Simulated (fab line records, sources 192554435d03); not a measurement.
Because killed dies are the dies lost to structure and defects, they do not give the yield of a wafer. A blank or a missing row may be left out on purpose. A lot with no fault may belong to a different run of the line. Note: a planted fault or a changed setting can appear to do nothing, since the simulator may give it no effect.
fab line records | flow n5_finfet
record: lots: 9 | wafers: 27 | last_day: 19
route steps=1938 shown BEOL_M3@1019 BEOL_M4@1031 PASSIVATION@1936
lots that met no fault: taken from a fault-free run of the same line
start_h: hours from the record's first day to the start of the lot's first wafer shown | wait_h: hours since the lot's step before | " identical to the entry in the row above | L1.1+2: a row that stands for several wafers | - value missing, or start not given | * or withheld: withheld | < > ~ a bound
route shown NAME@n: names a module that has steps shown in the file, with the first one's number in the route | usual: mean/standard deviation taken from wafers without a fault | same: alike in all rows | chamber/n: place in a boat | sites: each site's reading | _std_site: standard deviation across them | _edge_site: inner sites' mean taken away from outer sites' mean | radius_mm: how far each site lies from the wafer's centre | mask NAME#n: copy n | behind: the last tool/chamber to shape the wafer | hold: why the lot went on hold/how many hours it stayed there/how the hold came to an end | device: transistor that didn't switch, given as n, p or np | end of line: tests run on the same wafers once the route is complete | a step with no rows: only its recipe | killed: count of dies lost to structure and defects at first sort (not the wafer's yield) | map: the dies of a wafer, with x for killed, . for not killed, _ for no die there
set.NAME: the setting that was run; set.NAME@STEP: the one run at that earlier step | model.NAME: the simulator's own value behind a step, which no gauge read
steps of the route over a sample of lots; a table a step, a row a wafer
services: from which hour (start_h, from the record's first day; less than 0 if before it) a tool's chamber was out of use, for how many hours, and why
== steps ==
step: N5_BEOL_M3_RS_MEAS_58
recipe: thk_meas_gauge: four-point-probe | reads: Co_of_BEOL_M3_CO_CAP_55+Cu_of_BEOL_M3_ECD_50+Co_of_BEOL_M3_CVD_47+TaN_of_BEOL_M3_ALD_84
usual: M3_RS: 0.68/0.033
lot.wafer | tool          | chamber | start_h | wait_h | M3_RS[ohm/sq]
L384.1    | film_metro-01 | -       | 186.61  | 0.0    | 0.68
L384.4    | "             | -       | "       | "      | 0.68
L384.6    | "             | -       | "       | "      | 0.67
L386.2    | film_metro-01 | -       | 198.46  | 0.1    | 0.68
L386.3    | "             | -       | "       | "      | 0.65
L386.4    | "             | -       | "       | "      | 0.65
L388.2    | film_metro-02 | -       | 214.67  | 0.1    | 0.66
L388.3    | "             | -       | "       | "      | 0.67
L388.5    | "             | -       | "       | "      | 0.61
L392.1    | film_metro-02 | -       | 231.65  | 0.1    | 0.65
L392.2    | "             | -       | "       | "      | 0.70
L392.3    | "             | -       | "       | "      | 0.65
L400.1    | film_metro-01 | -       | 279.02  | 0.0    | 0.68
L400.4    | "             | -       | "       | "      | 0.69
L400.6    | "             | -       | "       | "      | 0.64
L399.1    | film_metro-02 | -       | 280.08  | 0.0    | 0.68
L399.3    | "             | -       | "       | "      | 0.72
L399.6    | "             | -       | "       | "      | 0.66
L401.2    | film_metro-02 | -       | 288.23  | 0.1    | 0.68
L401.3    | "             | -       | "       | "      | 0.64
L401.6    | "             | -       | "       | "      | 0.64
L404.2    | film_metro-02 | -       | 297.45  | 0.1    | 0.73
L404.4    | "             | -       | "       | "      | 0.68
L404.5    | "             | -       | "       | "      | 0.70
L405.3    | film_metro-01 | -       | 302.87  | 0.1    | 0.68
L405.4    | "             | -       | "       | "      | 0.65
L405.5    | "             | -       | "       | "      | 0.64
step: N5_BEOL_M4_EXPOSE_08
recipe: mask_id: M4 | na: 0.33 | source_shape: dipole | sigma_inner: 0.369 | sigma_outer: 0.767 | polarization: unpolarized | dose_mj: 41.25
usual: focus_offset_nm: -0.1/0.47
same: dipole_opening_deg: 79.7
lot.wafer | tool           | chamber | start_h | wait_h | mask | focus_offset_nm
L384.1    | euv_scanner-02 | 0       | 190.14  | -      | M4#0 | -0.1
L384.4    | "              | 0       | "       | "      | M4#0 | -0.1
L384.6    | "              | 0       | "       | "      | M4#0 | -0.4
L386.2    | euv_scanner-01 | 0       | 199.27  | -      | M4#0 | 0.8
L386.3    | "              | 0       | "       | "      | M4#0 | -0.2
L386.4    | "              | 0       | "       | "      | M4#0 | -0.4
L388.2    | euv_scanner-02 | 0       | 215.44  | -      | M4#0 | 0.1
L388.3    | "              | 0       | "       | "      | M4#0 | -1.7
L388.5    | "              | 0       | "       | "      | M4#0 | 0.5
L392.1    | euv_scanner-02 | 0       | 232.28  | -      | M4#0 | -0.2
L392.2    | "              | 0       | "       | "      | M4#0 | -0.4
L392.3    | "              | 0       | "       | "      | M4#0 | 0.0
L400.1    | euv_scanner-02 | 0       | 281.03  | -      | M4#0 | -0.6
L400.4    | "              | 0       | "       | "      | M4#0 | -0.3
L400.6    | "              | 0       | "       | "      | M4#0 | -0.6
L399.1    | euv_scanner-02 | 0       | 281.39  | -      | M4#0 | 0.2
L399.3    | "              | 0       | "       | "      | M4#0 | 0.5
L399.6    | "              | 0       | "       | "      | M4#0 | -0.6
L401.2    | euv_scanner-01 | 0       | 290.61  | -      | M4#0 | 0.9
L401.3    | "              | 0       | "       | "      | M4#0 | -0.2
L401.6    | "              | 0       | "       | "      | M4#0 | 0.6
L404.2    | euv_scanner-01 | 0       | 299.19  | -      | M4#0 | 0.4
L404.4    | "              | 0       | "       | "      | M4#0 | 0.2
L404.5    | "              | 0       | "       | "      | M4#0 | 0.0
L405.3    | euv_scanner-01 | 0       | 303.87  | -      | M4#0 | -0.9
L405.4    | "              | 0       | "       | "      | M4#0 | 0.0
L405.5    | "              | 0       | "       | "      | M4#0 | 0.2
step: N5_BEOL_M4_OVL_MEAS_12
recipe: points_per_wafer: 522
usual: M4_OVL: -0.1/0.71
lot.wafer | tool       | chamber | start_h | wait_h | M4_OVL[nm]
L384.1    | overlay-02 | 0       | 190.30  | 0.0    | -0.2
L384.4    | "          | 0       | "       | "      | -0.2
L384.6    | "          | 0       | "       | "      | 0.2
L386.2    | overlay-01 | 0       | 199.43  | 0.0    | -0.4
L386.3    | "          | 0       | "       | "      | 0.9
L386.4    | "          | 0       | "       | "      | 0.9
L388.2    | overlay-01 | 0       | 215.60  | 0.0    | 0.3
L388.3    | "          | 0       | "       | "      | 1.7
L388.5    | "          | 0       | "       | "      | 1.6
L392.1    | overlay-02 | 0       | 232.44  | 0.0    | 0.5
L392.2    | "          | 0       | "       | "      | 0.1
L392.3    | "          | 0       | "       | "      | -0.2
L400.1    | overlay-01 | 0       | 281.19  | 0.0    | 4.5
L400.4    | "          | 0       | "       | "      | 4.0
L400.6    | "          | 0       | "       | "      | 4.8
L399.1    | overlay-02 | 0       | 281.55  | 0.0    | 4.1
L399.3    | "          | 0       | "       | "      | 3.9
L399.6    | "          | 0       | "       | "      | 2.9
L401.2    | overlay-02 | 0       | 290.77  | 0.0    | -0.3
L401.3    | "          | 0       | "       | "      | -0.3
L401.6    | "          | 0       | "       | "      | -0.7
L404.2    | overlay-01 | 0       | 299.35  | 0.0    | 0.3
L404.4    | "          | 0       | "       | "      | -0.3
L404.5    | "          | 0       | "       | "      | -0.8
L405.3    | overlay-02 | 0       | 304.03  | 0.0    | -0.2
L405.4    | "          | 0       | "       | "      | 0.1
L405.5    | "          | 0       | "       | "      | 0.6
step: N5_BEOL_M4_DESCUM_16
recipe: chemistry: O2 | time_s: 7 | source_power_w: 50 | bias_power_w: 20 | pressure_mtorr: 20 | rf_frequency_hz: 2.712e+07 | temp_c: 40 | resist: CAR-EUV | o2_flow_sccm: 225
usual: drypump_motor_current_A: 5.6/0.44 | oes_product_au: 0.80/0.071 | rf_vpp_V: 243.3/1.4 | showerhead_plenum_p_Torr: 2.10/0.074 | throttle_valve_pct: 20.38/0.21
lot.wafer | tool        | chamber | start_h | wait_h | drypump_motor_current_A | oes_product_au | rf_hours_counter_h | rf_vpp_V | showerhead_plenum_p_Torr | throttle_valve_pct
L384.1    | rie_diel-03 | 0       | 190.40  | 0.0    | 5.2                     | 0.78           | 109                | 244.9    | 2.18                     | 20.45
L384.4    | "           | 2       | "       | "      | 5.6                     | 0.84           | 75                 | 241.1    | 2.04                     | 20.62
L384.6    | "           | 1       | "       | "      | 6.3                     | 0.81           | -                  | 242.9    | 2.09                     | 19.99
L386.2    | rie_diel-04 | 0       | 199.52  | 0.0    | 5.0                     | 0.81           | 99                 | 241.8    | 2.03                     | 20.51
L386.3    | "           | 3       | "       | "      | 5.8                     | 0.70           | 193                | 242.0    | 2.08                     | 20.27
L386.4    | "           | 1       | "       | "      | 5.7                     | 0.73           | 183                | 241.9    | 2.00                     | 20.11
L388.2    | rie_diel-03 | 2       | 215.69  | 0.0    | 5.6                     | 0.83           | 85                 | 241.5    | 2.04                     | 20.62
L388.3    | "           | 1       | "       | "      | 6.3                     | 0.79           | 111                | 242.7    | 2.08                     | 20.00
L388.5    | "           | 2       | "       | "      | 5.6                     | 0.82           | -                  | 242.3    | 2.04                     | 20.62
L392.1    | rie_diel-06 | 3       | 232.54  | 0.0    | 5.0                     | 0.90           | 44                 | 245.8    | 2.22                     | 20.54
L392.2    | "           | 1       | "       | "      | 5.9                     | 0.86           | 56                 | 244.8    | 2.21                     | 20.25
L392.3    | "           | 0       | "       | "      | 5.3                     | 0.87           | 36                 | 243.1    | 2.12                     | 20.32
L400.1    | rie_diel-03 | 3       | 281.29  | 0.0    | 5.7                     | 0.77           | 129                | 241.9    | 2.00                     | 20.27
L400.4    | "           | 0       | "       | "      | 5.2                     | 0.75           | 143                | 244.0    | 2.17                     | 20.48
L400.6    | "           | 1       | "       | "      | 6.2                     | 0.77           | -                  | 243.8    | 2.08                     | 20.03
L399.1    | rie_diel-03 | 3       | 281.65  | 0.0    | 5.7                     | 0.76           | 129                | 244.0    | 2.00                     | 20.27
L399.3    | "           | 1       | "       | "      | 6.3                     | 0.77           | 132                | 242.3    | 2.08                     | 20.02
L399.6    | "           | 3       | "       | "      | 5.7                     | 0.76           | -                  | 241.8    | 2.00                     | 20.28
L401.2    | rie_diel-03 | 0       | 290.85  | 0.0    | 5.1                     | 0.76           | 146                | 244.2    | 2.17                     | 20.49
L401.3    | "           | 3       | "       | "      | 5.7                     | 0.77           | 133                | 242.7    | 2.00                     | 20.29
L401.6    | "           | 3       | "       | "      | 5.7                     | 0.76           | -                  | 241.8    | 2.00                     | 20.27
L404.2    | rie_diel-03 | 3       | 299.44  | 0.0    | 5.7                     | 0.76           | 136                | 240.3    | 2.00                     | 20.31
L404.4    | "           | 0       | "       | "      | 5.1                     | 0.74           | 149                | 244.6    | 2.17                     | 20.51
L404.5    | "           | 2       | "       | "      | 5.6                     | 0.78           | -                  | 242.1    | 2.03                     | 20.67
L405.3    | rie_diel-03 | 2       | 304.11  | 0.0    | 5.6                     | 0.79           | 116                | 242.9    | 2.03                     | 20.66
L405.4    | "           | 1       | "       | "      | 6.3                     | 0.77           | 140                | 243.2    | 2.07                     | 20.03
L405.5    | "           | 2       | "       | "      | 5.6                     | 0.80           | -                  | 241.6    | 2.03                     | 20.67
step: N5_BEOL_M4_ETCH_63
recipe: chemistry: CF4 | target: SiARC | target_depth_a: 156 | mask_material: CAR-EUV | time_s: 26 | ion_energy_ev: 80 | pressure_mtorr: 40 | source_w: 545 | bias_w: 36 | Ar_flow_sccm: 100 | cf4_flow_sccm: 100 | ends: cleared
usual: drypump_motor_current_A: 5.6/0.45 | etch_rf_on_time_s: 26.0/0.52 | oes_product_au: 0.69/0.063 | rf_vpp_V: 184.3/1.3 | showerhead_plenum_p_Torr: 2.16/0.078 | throttle_valve_pct: 15.59/0.17
lot.wafer | tool        | chamber | start_h | wait_h | drypump_motor_current_A | etch_rf_on_time_s | oes_product_au | rf_hours_counter_h | rf_vpp_V | showerhead_plenum_p_Torr | throttle_valve_pct
L384.1    | rie_diel-03 | 0       | 190.45  | 0.0    | 5.2                     | 26.1              | 0.67           | 109                | 185.4    | 2.24                     | 15.68
L384.4    | "           | 2       | "       | "      | 5.6                     | 26.4              | 0.71           | 75                 | 182.1    | 2.07                     | 15.67
L384.6    | "           | 1       | "       | "      | 6.3                     | 25.8              | 0.68           | -                  | 184.3    | 2.16                     | 15.33
L386.2    | rie_diel-04 | 0       | 199.57  | 0.0    | 5.0                     | 26.0              | 0.69           | 99                 | 183.5    | 2.07                     | 15.61
L386.3    | "           | 3       | "       | "      | 5.8                     | 26.2              | 0.59           | 193                | 183.2    | 2.14                     | 15.57
L386.4    | "           | 1       | "       | "      | 5.7                     | 25.8              | 0.63           | 183                | 183.9    | 2.05                     | 15.40
L388.2    | rie_diel-03 | 2       | 215.74  | 0.0    | 5.6                     | 26.2              | 0.70           | 85                 | 182.2    | 2.07                     | 15.68
L388.3    | "           | 1       | "       | "      | 6.3                     | 26.0              | 0.67           | 111                | 185.1    | 2.16                     | 15.35
L388.5    | "           | 2       | "       | "      | 5.6                     | 26.4              | 0.70           | -                  | 183.5    | 2.07                     | 15.70
L392.1    | rie_diel-06 | 3       | 232.59  | 0.0    | 5.0                     | 25.0              | 0.78           | 44                 | 186.4    | 2.27                     | 15.77
L392.2    | "           | 1       | "       | "      | 5.9                     | 25.1              | 0.76           | 56                 | 186.4    | 2.27                     | 15.53
L392.3    | "           | 0       | "       | "      | 5.3                     | 26.0              | 0.75           | 36                 | 182.7    | 2.17                     | 15.48
L400.1    | rie_diel-03 | 3       | 281.34  | 0.0    | 5.7                     | 25.8              | 0.66           | 129                | 182.0    | 2.06                     | 15.46
L400.4    | "           | 0       | "       | "      | 5.2                     | 26.1              | 0.64           | 143                | 186.4    | 2.23                     | 15.74
L400.6    | "           | 1       | "       | "      | 6.3                     | 25.8              | 0.66           | -                  | 184.1    | 2.15                     | 15.40
L399.1    | rie_diel-03 | 3       | 281.70  | 0.0    | 5.7                     | 26.2              | 0.66           | 129                | 184.0    | 2.06                     | 15.44
L399.3    | "           | 1       | "       | "      | 6.3                     | 26.0              | 0.66           | 132                | 184.2    | 2.15                     | 15.40
L399.6    | "           | 3       | "       | "      | 5.7                     | 26.0              | 0.66           | -                  | 183.7    | 2.06                     | 15.44
L401.2    | rie_diel-03 | 0       | 290.91  | 0.0    | 5.2                     | 26.3              | 0.64           | 146                | 185.1    | 2.23                     | 15.73
L401.3    | "           | 3       | "       | "      | 5.7                     | 26.3              | 0.65           | 133                | 183.7    | 2.06                     | 15.46
L401.6    | "           | 3       | "       | "      | 5.7                     | 26.0              | 0.66           | -                  | 183.2    | 2.06                     | 15.45
L404.2    | rie_diel-03 | 3       | 299.49  | 0.0    | 5.7                     | 25.9              | 0.66           | 136                | 183.9    | 2.06                     | 15.46
L404.4    | "           | 0       | "       | "      | 5.2                     | 26.2              | 0.64           | 149                | 184.8    | 2.22                     | 15.75
L404.5    | "           | 2       | "       | "      | 5.6                     | 26.7              | 0.66           | -                  | 183.8    | 2.06                     | 15.75
L405.3    | rie_diel-03 | 2       | 304.16  | 0.0    | 5.7                     | 27.0              | 0.66           | 116                | 183.5    | 2.06                     | 15.74
L405.4    | "           | 1       | "       | "      | 6.3                     | 26.6              | 0.64           | 140                | 184.5    | 2.15                     | 15.40
L405.5    | "           | 2       | "       | "      | 5.6                     | 26.8              | 0.67           | -                  | 182.8    | 2.06                     | 15.74
step: N5_BEOL_M4_RC_MEAS_101
usual: DIBL_N: 36.0/2.2 | DIBL_P: 36.2/2.4 | IOFF_N: 0.16/0.035 | IOFF_P: 0.21/0.037 | ION_N: 672/13 | ION_P: 461/7 | SS_N: 71.4/0.69 | SS_P: 73.2/0.75 | VT_N: 250/3.4 | VT_P: -251/3
lot.wafer | tool      | chamber | start_h | wait_h | DIBL_N[mV/V] | DIBL_P[mV/V] | IOFF_N[nA/um] | IOFF_P[nA/um] | ION_N[uA/um] | ION_P[uA/um] | SS_N[mV/dec] | SS_P[mV/dec] | VT_N[mV] | VT_P[mV]
L384.1    | prober-02 | 0       | 207.70  | 0.0    | 33.4         | 33.8         | 0.13          | 0.17          | 678          | 460          | 70.8         | 72.1         | 252      | -251
L384.4    | "         | 0       | "       | "      | 30.8         | 32.2         | 0.10          | 0.16          | 659          | 462          | 70.2         | 72.1         | 257      | -254
L384.6    | "         | 0       | "       | "      | 33.7         | 34.7         | 0.14          | 0.19          | 679          | 465          | 70.8         | 72.4         | 249      | -253
L386.2    | prober-01 | 0       | 207.96  | 0.3    | 37.4         | 36.8         | 0.14          | 0.21          | 676          | 465          | 71.4         | 73.0         | 254      | -247
L386.3    | "         | 0       | "       | "      | 36.3         | 36.0         | 0.13          | 0.20          | 670          | 468          | 71.3         | 72.5         | 252      | -250
L386.4    | "         | 0       | "       | "      | 33.0         | 32.4         | 0.09          | 0.15          | 649          | 456          | 70.2         | 72.0         | 257      | -251
L388.2    | prober-02 | 0       | 236.88  | 0.2    | 37.0         | 39.5         | 0.18          | 0.26          | 667          | 465          | 72.0         | 74.1         | 252      | -250
L388.3    | "         | 0       | "       | "      | 36.6         | 38.0         | 0.17          | 0.23          | 674          | 460          | 71.6         | 74.1         | 248      | -251
L388.5    | "         | 0       | "       | "      | 34.1         | 35.2         | 0.13          | 0.19          | 660          | 463          | 71.6         | 72.9         | 254      | -254
L392.1    | prober-02 | 0       | 261.06  | 0.0    | 40.6         | 41.8         | 0.22          | 0.27          | 697          | 467          | 72.3         | 74.2         | 246      | -247
L392.2    | "         | 0       | "       | "      | 37.0         | 38.9         | 0.14          | 0.20          | 661          | 457          | 71.7         | 73.3         | 254      | -249
L392.3    | "         | 0       | "       | "      | 39.7         | 41.3         | 0.20          | 0.24          | 671          | 457          | 72.9         | 74.5         | 247      | -249
L400.1    | prober-01 | 0       | 302.65  | 0.0    | 36.3         | 34.9         | 0.13          | 0.19          | 659          | 452          | 71.5         | 73.4         | 252      | -250
L400.4    | "         | 0       | "       | "      | 32.1         | 30.5         | 0.09          | 0.14          | 651          | 450          | 69.7         | 72.0         | 258      | -256
L400.6    | "         | 0       | "       | "      | 32.0         | 30.6         | 0.09          | 0.14          | 647          | 452          | 69.8         | 71.9         | 259      | -254
L399.1    | prober-02 | 0       | 303.93  | 0.0    | 34.0         | 34.4         | 0.13          | 0.17          | 664          | 454          | 71.3         | 72.1         | 252      | -252
L399.3    | "         | 0       | "       | "      | 35.8         | 34.3         | 0.15          | 0.17          | 663          | 451          | 71.9         | 73.3         | 253      | -250
L399.6    | "         | 0       | "       | "      | 34.9         | 34.8         | 0.14          | 0.18          | 663          | 455          | 72.2         | 72.4         | 252      | -253
L401.2    | prober-01 | 0       | 304.76  | 0.2    | 40.9         | 41.1         | 0.26          | 0.30          | 700          | 476          | 72.6         | 75.2         | 243      | -247
L401.3    | "         | 0       | "       | "      | 38.3         | 37.2         | 0.18          | 0.23          | 689          | 466          | 71.8         | 73.6         | 249      | -251
L401.6    | "         | 0       | "       | "      | 38.9         | 38.2         | 0.20          | 0.24          | 691          | 462          | 71.8         | 74.7         | 249      | -249
L404.2    | prober-02 | 0       | 333.93  | 0.2    | 36.0         | 34.2         | 0.14          | 0.21          | 677          | 467          | 71.6         | 73.0         | 251      | -244
L404.4    | "         | 0       | "       | "      | 39.7         | 38.0         | 0.20          | 0.28          | 687          | 476          | 71.6         | 73.2         | 247      | -243
L404.5    | "         | 0       | "       | "      | 38.7         | 37.5         | 0.18          | 0.26          | 677          | 471          | 71.9         | 73.5         | 247      | -245
L405.3    | prober-02 | 0       | 338.34  | 0.3    | 37.0         | 38.6         | 0.19          | 0.23          | 689          | 460          | 71.7         | 74.1         | 247      | -250
L405.4    | "         | 0       | "       | "      | 37.4         | 39.4         | 0.20          | 0.23          | 696          | 470          | 72.3         | 73.4         | 247      | -251
L405.5    | "         | 0       | "       | "      | 35.2         | 37.4         | 0.17          | 0.21          | 681          | 468          | 71.6         | 73.8         | 250      | -251
step: N5_PASSIVATION_PROBE_49
usual: defect_limited_yield: 91.2/1.4 | killed_at_M0_to_M3: 34/9.4 | killed_at_M4_up: 14/5.6 | killed_at_contacts: 13/7.8 | killed_at_front_end: 37/10 | killed_at_other: 4/3.3 | killed_dies: 103/17 | killed_open: 68/13 | killed_short: 33/8.2 | sort_bin_5_function: 5.1/0.92 | sort_bin_6_memory: 3.3/0.71 | sort_bin_8_speed: 0.01/0.043 | sort_n_pass: 1077/17 | sort_yield_pct: 91.2/1.4
same: gross_dies: 1180 | killed_at_back_side: 0 | sort_bin_4_leakage[%]: 0
lot.wafer | tool      | chamber | start_h | wait_h | defect_limited_yield[%] | killed_at_M0_to_M3 | killed_at_M4_up | killed_at_contacts | killed_at_front_end | killed_at_other | killed_dies | killed_open | killed_short | sort_bin_5_function[%] | sort_bin_6_memory[%] | sort_bin_8_speed[%] | sort_n_pass | sort_yield_pct[%]
L399.3    | prober-02 | -       | 416.93  | 0.1    | 92.2                    | 22                 | 14              | 13                 | 40                  | 3               | 92          | 56          | 24           | 4.0                    | 2.5                  | 0                   | 1088        | 92.2
killed by level:class
L399.3 HKMG_FIN:area_etch=12 MOL_CONTACT_COAG:geometric_particle:open=9 FIN_SAQP:geometric_particle:short=8 STI_FIN_REVEAL:geometric_particle:open=7 FIN_SAQP:geometric_particle:open=5 BEOL_M3:geometric_particle:open=5 BEOL_M0_SAQP:geometric_particle:open=5 BEOL_M4:geometric_particle:open=5
== services ==
tool           | chamber | start_h | hours | kind
euv_scanner-01 | 0       | 195.12  | -     | calibration
euv_scanner-01 | -       | 200.45  | 1.0   | pm
rie_diel-06    | -       | 202.66  | 1.0   | repair
euv_scanner-02 | -       | 203.30  | 3.1   | repair
rie_diel-06    | 2       | 215.81  | -     | clean
rie_diel-06    | 2       | 215.81  | -     | consumable_replace:focus_ring
rie_diel-06    | 2       | 215.81  | 15.1  | scheduled_down
rie_diel-06    | 2       | 215.81  | 15.1  | vent_cycle
euv_scanner-02 | -       | 217.96  | 1.0   | pm
euv_scanner-02 | -       | 231.02  | 0.7   | repair
euv_scanner-01 | -       | 245.13  | 0.6   | repair
euv_scanner-01 | -       | 256.58  | 1.0   | pm
rie_diel-03    | 1       | 265.87  | 8.3   | repair
euv_scanner-02 | -       | 274.11  | 1.0   | pm
euv_scanner-01 | -       | 274.20  | 0.8   | repair
rie_diel-04    | 2       | 281.12  | -     | clean
rie_diel-04    | 2       | 281.12  | -     | consumable_replace:focus_ring
rie_diel-04    | 2       | 281.12  | 32.3  | scheduled_down
rie_diel-04    | 2       | 281.12  | 32.3  | vent_cycle
euv_scanner-01 | -       | 294.33  | 4.6   | pm
euv_scanner-02 | -       | 302.26  | 4.6   | pm
== key ==
first_sign: step: N5_BEOL_M4_OVL_MEAS_12 | reading: M4_OVL | direction: up | sigmas: 5.8 | usual: -0.1 | struck: 4.0
effect none on later readings
met_at N5_BEOL_M4_EXPOSE_08
struck_lots L399,L400
baseline_loss: step: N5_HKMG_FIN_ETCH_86 | wafers: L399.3
not_acting_at N5_BEOL_M3_RS_MEAS_58,N5_BEOL_M4_DESCUM_16,N5_BEOL_M4_ETCH_63
onset_between 232.28 281.03
fault: kind: scanner_matching_overlay | tool: euv_scanner-02 | chamber: - | onset_h: 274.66 | steps: N5_BEOL_M4_EXPOSE_08 | offset: 4.0253
baseline_loss: these wafers lose ten dies or more at that step, a loss of the line's own and not of a fault; the sort's usual values leave them out
